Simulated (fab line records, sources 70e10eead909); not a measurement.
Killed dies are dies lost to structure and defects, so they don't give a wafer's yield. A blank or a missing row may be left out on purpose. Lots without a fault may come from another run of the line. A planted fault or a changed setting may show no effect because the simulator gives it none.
Problem report in the 8D (eight disciplines) form, filled by code | flow nand_harc | the parts of the form that need people (team, actions taken, sign-off) are left out

1. THE PROBLEM
time_to_endpoint_s at NHARC_P_M2_CMP_23 reads a mean of 14.9 s on 2 wafers of 1 lot; wafers without a fault read 28.5 s with a standard deviation of 2.6. That is -5.2 standard deviations from the usual mean.
The step: polishes, t overpolish 20 s, target thk 144.3 nm.
First seen on wafer L413.1, day 13 06:41, on cmp-04. The record holds 39 wafers of 13 lots with a number at this step. Rule for "out", or "out of limits": more than 4 standard deviations from the usual mean. The other wafers with a number count as sound.

2. WHAT IT IS AND WHAT IT IS NOT
question                    | is                 | is not
which readings at this step | time_to_endpoint_s | motor_current_A, retaining_ring_pressure_frac
which lots                  | L413               | L398, L399, L400, L401, L402, L403, L404, L405, L408, L409, L416, L418
which wafers of those lots  | L413.1, L413.5     | L413.2
read on which tools         | cmp-04             | cmp-01, cmp-02
when                        | from day 13 06:41  | up to then (31 sound wafers); but 6 sound wafers of L416, L418 came after

3. SUSPECTS, AND WHAT RULES EACH OUT
Counting: a tool at a process step up to the reading stays a suspect if it ran every lot that is out. Sound lots after the first of them don't rule it out here, since some wafers of a struck lot are sound.
- rie_diel-01 at NHARC_P_M2_ETCH_35 (etches the open film in N2/H2, target depth 40 nm, overetch 12 nm, time 43.94 s): kept. It ran the lot that is out, L413 (day 13 04:41); its last sound lot up to then is L400 (day 7 14:21).
- ecd_cu-01 at NHARC_P_M2_ECD_22 (material Cu, target thk 400 nm): kept. It ran the lot that is out, L413 (day 13 05:59); its last sound lot up to then is L408 (day 11 07:01).
- cmp-04 at NHARC_P_M2_CMP_23 (polishes, t overpolish 20 s, target thk 144.3 nm): kept. It ran the lot that is out, L413 (day 13 06:41); its last sound lot up to then is L408 (day 11 07:44). Its own readings are out on those wafers: time_to_endpoint_s.
- Within ecd_cu-01 at NHARC_P_M2_ECD_22: the wafers that are out ran in chamber 0; their sound lot-mates ran in chamber 1.
Left after counting: rie_diel-01 at NHARC_P_M2_ETCH_35, ecd_cu-01 at NHARC_P_M2_ECD_22, cmp-04 at NHARC_P_M2_CMP_23.

4. THE CAUSE (what the simulator had put in)
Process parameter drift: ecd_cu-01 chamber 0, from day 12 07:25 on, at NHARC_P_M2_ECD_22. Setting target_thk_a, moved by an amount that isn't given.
Counting left 3 suspects, and this tool is among them.

5. THE CHAIN OF EFFECTS, in route order
Each row: a reading whose mean over the struck wafers that have a number lies more than 3 standard deviations from the usual. Only readings for which the record gives a usual standard deviation are gone through. hours: the time from each lot's start at the first step in this table that gives one to its start at this step, as a median over the lots. sigmas: the change in usual standard deviations.
hours | step              | reading            | usual  | on struck wafers | change | sigmas
0     | NHARC_P_M2_CMP_23 | time_to_endpoint_s | 28.5 s | 14.9             | -13.6  | -5.2
The process steps in it:
- NHARC_P_M2_CMP_23: polishes, t overpolish 20 s, target thk 144.3 nm.

6. WHAT WOULD HAVE CAUGHT IT SOONER
In this record the first reading out of limits was taken at day 13 06:41, 23 hours after the fault began at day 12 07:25.
Of the tool readings at NHARC_P_M2_ECD_22 for which the record gives a usual standard deviation, none was out on any struck wafer, so an alarm limit of 4 standard deviations on them would not have fired.
All the lots that are out (1) had begun NHARC_P_M2_ECD_22 on ecd_cu-01 by day 13 06:41. A hold on the tool at that time would have spared none of them.
